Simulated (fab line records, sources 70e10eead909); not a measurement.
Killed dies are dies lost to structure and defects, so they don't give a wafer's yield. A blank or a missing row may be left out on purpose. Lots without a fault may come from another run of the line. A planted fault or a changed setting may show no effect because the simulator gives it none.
Chamber matching | flow nand_harc | NHARC_A_STAIRCASE_TRIM_229 on rie_diel-05: 4 sister chambers
The step chemistry O2, time 211.2 s. 4 wafers are shown with their chamber, then 9 later ones without.

WAFERS WITH THEIR CHAMBER
wafer  | chamber | showerhead_plenum_p_Torr (Torr)
L084.1 | 3       | 3.78
L084.4 | 2       | 3.50
L082.1 | 0       | 3.32
L082.6 | 1       | 3.36

WAFERS WITHOUT THEIR CHAMBER
wafer  | showerhead_plenum_p_Torr (Torr)
L083.3 | 3.32
L083.4 | 3.36
L083.5 | 3.50
L087.2 | 3.32
L087.4 | 3.77
L087.5 | 3.77
L094.1 | 3.35
L094.3 | 3.31
L094.6 | 3.48

WHICH CHAMBER EACH WENT THROUGH
wafer  | from the rows above | in truth
L083.3 | 0                   | 0
L083.4 | 1                   | 1
L083.5 | 2                   | 2
L087.2 | 0                   | 0
L087.4 | 3                   | 3
L087.5 | 3                   | 3
L094.1 | 1                   | 1
L094.3 | 0                   | 0
L094.6 | 2                   | 2
Placed correctly: 9 of 9. Can't be placed from these rows: 0. Placed wrongly: 0.
How it was worked out, from the rows above alone: a wafer's distance from a chamber is the root of the sum, over the readings, of the square of ((its reading less the chamber's mean) divided by the reading's scatter). The wafer belongs to the nearest chamber; if the next one is less than 2 further off, it can't be placed. A chamber's mean is the mean of its shown wafers. The scatter: with one shown wafer a chamber, the root of the mean of the squares of how far each hidden wafer lies from its nearest shown one.
